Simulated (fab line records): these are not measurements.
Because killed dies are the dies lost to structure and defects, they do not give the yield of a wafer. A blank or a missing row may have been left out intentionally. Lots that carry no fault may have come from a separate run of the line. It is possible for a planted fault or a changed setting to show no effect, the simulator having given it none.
Which tool was responsible? + flow nand_harc + Sampling: 7 lots, 21 wafers, 3 of 1159 route steps

== WHAT THE GAUGES READ, wafer by wafer ==
NHARC_END_WLT_00.
| lot  | measured     | on        | VT_DECK1_MIDDLE_INNER |
|------|--------------|-----------|-----------------------|
| L419 | day 19 12:23 | prober-01 | 0.883 0.884 0.894     |
| L421 | day 19 21:14 | prober-01 | 0.883 0.884 0.883     |
| L431 | day 21 17:43 | prober-01 | 0.888 0.882 0.888     |
| L427 | day 22 03:02 | prober-01 | 0.874 0.884 0.882     |
| L437 | day 23 19:47 | prober-01 | 0.887 0.882 0.885     |
| L440 | day 24 14:34 | prober-02 | 0.887 0.883 0.886     |
| L441 | day 25 05:28 | prober-01 | 0.885 0.878 0.893     |

== WHAT TOOL EACH LOT RAN ON (gives the tool, then ch and the chambers of the sampled wafers, and finally the start) ==
| lot  | NHARC_A_CONTACT_STRIP_99           | NHARC_THIN_TSV_PRE_CLEAN_50             |
|------|------------------------------------|-----------------------------------------|
| L419 | rie_diel-12 ch 0,2,3, day 16 15:26 | pvd_sputter-01, day 19 12:23 or earlier |
| L421 | rie_diel-10 ch 0,1,3, day 16 22:44 | pvd_sputter-01, day 19 21:14 or earlier |
| L431 | rie_diel-12 ch 1,2, day 19 04:10   | pvd_sputter-03, day 21 17:43 or earlier |
| L427 | rie_diel-10 ch 2,3, day 19 08:13   | pvd_sputter-02, day 22 03:02 or earlier |
| L437 | rie_diel-03 ch 0,1,3, day 20 22:53 | pvd_sputter-02, day 23 19:47 or earlier |
| L440 | rie_diel-03 ch 0,1,3, day 22 05:27 | pvd_sputter-01, day 24 14:34 or earlier |
| L441 | rie_diel-03 ch 0,1,3, day 22 10:23 | pvd_sputter-01, day 25 05:28 or earlier |
- NHARC_A_CONTACT_STRIP_99: strips in N2/H2.
- NHARC_THIN_TSV_PRE_CLEAN_50: time 30 s.

== THE ANSWER, worked out from the rows above alone ==
Rule: usual is defined by the lots themselves. The widest of any qualifying gaps counts: lots, ordered by their means at a reading, are off when they make up no more than a third of the lots, leave a main group of 4 or more, and stand apart from it by 3 or more times the standard deviation of that group's means. Not used: any main group whose means are identical at the precision the tables above print for the reading. Also off: a lot with no number at a reading for which 4 or more lots have one. All remaining lots with rows at the step are treated as sound.
No lot is off on any of the readings shown, so nothing can be concluded from this.

== WHAT THE SIMULATOR PUT IN ==
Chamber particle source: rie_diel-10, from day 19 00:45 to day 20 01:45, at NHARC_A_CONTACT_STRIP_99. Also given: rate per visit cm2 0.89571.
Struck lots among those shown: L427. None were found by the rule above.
